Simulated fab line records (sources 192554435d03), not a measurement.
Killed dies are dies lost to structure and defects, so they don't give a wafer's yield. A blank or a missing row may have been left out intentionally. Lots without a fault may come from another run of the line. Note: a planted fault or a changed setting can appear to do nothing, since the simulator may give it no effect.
A struck lot beside a sound one | flow n5_finfet | 38 steps out of a route of 1938
Sound: wafers L594.1, L594.3, L594.6. Struck: wafer L599.6. (L599.1, L599.4 of the same lot were not struck and are left out.) The cause comes at the end.
For every step that has rows: the tool of each side, followed by ch and its chambers, followed by its first start. Under that, the readings that differ: sound wafers | struck wafers | difference of the means | sigmas: that difference in standard deviations of wafers without a fault.
alike: readings with means less than 2 such deviations apart, plus words and numbers identical on both sides. not compared: withheld readings, readings lacking a value on some wafer, bounds such as >300 that could conceal the same value, and numbers that have no deviation in the record and whose values overlap.
Wherever a step has rows on one side only, a row that says differs or no value, or a row with sigmas, the two part there. Numbers that don't overlap but have no deviation are shown without sigmas and don't part them. A reading that every wafer of one side lacks parts them only if that side has two wafers or more.

first, 9 steps without rows for these wafers: N5_BEOL_M4_ANNEAL_95 (time 240 s); N5_BEOL_M4_SPUTTER_96 (material Cu, target thk 4.5 nm, time 8.29 s); N5_BEOL_M4_ECD_50 (material Cu, target thk 300 nm); N5_BEOL_M4_ANNEAL_51 (time 90 s); N5_BEOL_M4_CMP_52 (polishes, stops on SiOC, t overpolish 6.8 s, target thk 40 nm); N5_BEOL_M4_PRE_CLEAN_60 (time 15 s); N5_BEOL_M4_CO_CAP_55 (material Co, precursor CCTBA/H2, target thk 2 nm, time 102.1 s); N5_BEOL_M4_PRE_CLEAN_56 (time 15 s); N5_BEOL_M4_DEP_57 (deposits SiCN from 3MS/NH3, target thk 8 nm, time 14 s).
N5_BEOL_M4_RC_MEAS_101:
  sound on prober-02 ch 0, day 9 20:17; struck on prober-01 ch 0, day 11 15:11
  alike: DIBL_N, DIBL_P, IOFF_N, IOFF_P, ION_N, ION_P, SS_N, SS_P, VT_N, VT_P
then, 24 steps without rows for these wafers: N5_BEOL_M5_ILD_DEP_00 (deposits SiCOH lowk from DEMS/porogen, target thk 140.64 nm, time 25.9 s); N5_BEOL_M5_CURE_79 (cures SiCOH lowk, time 240 s); N5_BEOL_M5_PECVD_70 (deposits SiO2 from TEOS/O2, target thk 16 nm, time 18 s); N5_BEOL_M5_HM_DEP_02 (deposits TiN, target thk 20 nm); N5_BEOL_M5_COAT_59 (time 60 s, resist thk 60 nm); N5_BEOL_M5_COAT_60 (time 60 s, resist thk 12 nm); N5_BEOL_M5_COAT_71 (time 60 s, resist thk 5 nm); N5_BEOL_M5_COAT_05 (resist thk 30 nm); N5_BEOL_M5_EBR_07; N5_BEOL_M5_SOFTBAKE_06 (time 60 s); N5_BEOL_M5_EXPOSE_08 (exposes mask M5, target cd 28 nm); N5_BEOL_M5_PEB_09 (peb time 60 s); N5_BEOL_M5_DEVELOP_10 (develop time 30 s); N5_BEOL_M5_DESCUM_16 (chemistry O2, time 7 s); N5_BEOL_M5_ETCH_72 (etches underlayer in N2/H2, target depth 6.5 nm, time 5.2 s); N5_BEOL_M5_ETCH_61 (etches SiARC in CF4, target depth 15.6 nm, time 26 s); N5_BEOL_M5_ETCH_62 (etches SOC in N2/H2, target depth 75 nm, overetch 15 nm, time 112.5 s); N5_BEOL_M5_STRIP_63 (strips in N2/H2); N5_BEOL_M5_STRIP_73 (strips in N2/H2); N5_BEOL_M5_STRIP_64 (strips in CF4); N5_BEOL_M5_HM_OPEN_17 (chemistry Cl2/BCl3, target TiN, target depth 20 nm, overetch 6 nm); N5_BEOL_M5_STRIP_19 (strips in O2); N5_BEOL_M5_COAT_65 (time 60 s, resist thk 60 nm); N5_BEOL_M5_COAT_66 (time 60 s, resist thk 12 nm).
N5_BEOL_M10_ILD_DEP_00: deposits SiCOH lowk from DEMS/porogen, target thk 308.51 nm, time 58 s.
  sound on pecvd-02 ch 2, day 11 19:11; struck on pecvd-02 ch 1, day 13 14:14
  reading                                             | sound             | struck | difference | sigmas
  run_length_s (s)                                    | 101.1 101.6 100.9 | 71.8   | -29.4      | -72
  model.SiCOH_lowk_of_BEOL_M10_ILD_DEP_00.thk_nm (nm) | 303.8 307.8 307.2 | 149.8  | -156.5     |
  alike: heater_power_w, showerhead_plenum_p_Torr, throttle_valve_pct
N5_BEOL_M10_THK_MEAS_01:
  struck on film_metro-01, day 13 16:16; sound on film_metro-01, day 11 19:49
  reading          | sound       | struck | difference | sigmas
  M10_ILD_THK (nm) | 264 267 267 | 129    | -137       | -37
N5_BEOL_M10_CMP_52: polishes, stops on SiCOH lowk, t overpolish 7 s, target thk 140 nm.
  sound on cmp-03 ch 0,1,2, day 12 02:50; struck on cmp-03 ch 3, day 14 02:09
  reading                                             | sound             | struck | difference | sigmas
  model.SiCOH_lowk_of_BEOL_M10_ILD_DEP_00.thk_nm (nm) | 260.8 264.4 263.8 | 126    | -137       |
  alike: motor_current_A, platen_rpm
-- a jump in the record: the struck wafers' starts before and after are 2 days apart (it breaks off in module BEOL_M10 and resumes in module PASSIVATION, where the first step shown is number 1936 of the route) --
N5_PASSIVATION_PROBE_49:
  struck on prober-01, day 16 10:12; sound on prober-02, day 13 23:19
  reading                  | sound | struck | difference | sigmas
  defect_limited_yield (%) | 91.9  | 1.1    | -90.8      | -57
  killed_at_M4_up          | 18    | 1082   | +1064      | +99 or more
  killed_at_other          | 13    | 3      | -10        | -4
  killed_dies              | 96    | 1167   | +1071      | +56
  killed_on_rim            | 16    | 152    | +136       | +32
  sort_bin_6_memory (%)    | 3.6   | 2.2    | -1.4       | -2
  sort_n_pass              | 1084  | 13     | -1071      | -56
  sort_yield_pct (%)       | 91.9  | 1.1    | -90.8      | -57
  alike: killed_at_M0_to_M3, killed_at_contacts, killed_at_front_end, killed_open, killed_short, sort_bin_5_function

== WHERE THEY PART ==
Earliest at N5_BEOL_M10_ILD_DEP_00; latest, in this record, at N5_PASSIVATION_PROBE_49.

WHY: the cause the simulator had injected
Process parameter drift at N5_BEOL_M10_ILD_DEP_00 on pecvd-02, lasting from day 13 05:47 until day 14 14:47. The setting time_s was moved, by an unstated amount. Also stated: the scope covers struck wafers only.
